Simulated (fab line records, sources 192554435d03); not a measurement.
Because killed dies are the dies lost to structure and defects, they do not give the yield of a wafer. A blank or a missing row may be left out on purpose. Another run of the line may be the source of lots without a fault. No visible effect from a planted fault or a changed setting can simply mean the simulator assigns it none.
Chamber matching || flow n5Finfet || N5_BEOL_M0_CMP_120 on cmp-02 has 4 sister chambers
The step polishes, stops on SiOC, t overpolish 6.9 s. 4 wafers are shown with their chamber, then 7 later ones without.

WAFERS WITH THEIR CHAMBER
{"wafer": "L088.2", "chamber": 3, "motorCurrentA (A)": 5.9}
{"wafer": "L087.2", "chamber": 1, "motorCurrentA (A)": 7.0}
{"wafer": "L089.1", "chamber": 2, "motorCurrentA (A)": 6.2}
{"wafer": "L089.4", "chamber": 0, "motorCurrentA (A)": 5.3}

WAFERS MISSING THEIR CHAMBER
{"wafer": "L090.2", "motorCurrentA (A)": 5.0}
{"wafer": "L090.3", "motorCurrentA (A)": 5.9}
{"wafer": "L091.1", "motorCurrentA (A)": 5.8}
{"wafer": "L091.2", "motorCurrentA (A)": 5.1}
{"wafer": "L091.3", "motorCurrentA (A)": 5.9}
{"wafer": "L095.2", "motorCurrentA (A)": 5.3}
{"wafer": "L095.4", "motorCurrentA (A)": 6.9}

WHICH CHAMBER EACH WENT THROUGH
{"wafer": "L090.2", "from the rows above": 0, "in truth": 0}
{"wafer": "L090.3", "from the rows above": 3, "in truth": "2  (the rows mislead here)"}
{"wafer": "L091.1", "from the rows above": 3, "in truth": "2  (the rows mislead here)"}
{"wafer": "L091.2", "from the rows above": 0, "in truth": 0}
{"wafer": "L091.3", "from the rows above": 3, "in truth": 3}
{"wafer": "L095.2", "from the rows above": 0, "in truth": 0}
{"wafer": "L095.4", "from the rows above": 1, "in truth": 1}
Correctly placed: 5 of 7. Not placeable from these rows: 0. 2 placed wrongly.
How it was worked out, from the rows above alone: a wafer's distance from a chamber is the root of the sum, over the readings, of the square of ((its reading less the chamber's mean) divided by the reading's scatter). The wafer belongs to the nearest chamber; if the next one is less than 2 further off, it can't be placed. Each chamber's mean is taken over the wafers shown for it. The scatter (one wafer shown for each chamber): square how far every hidden wafer sits from the nearest shown wafer, average those squares and take the square root.
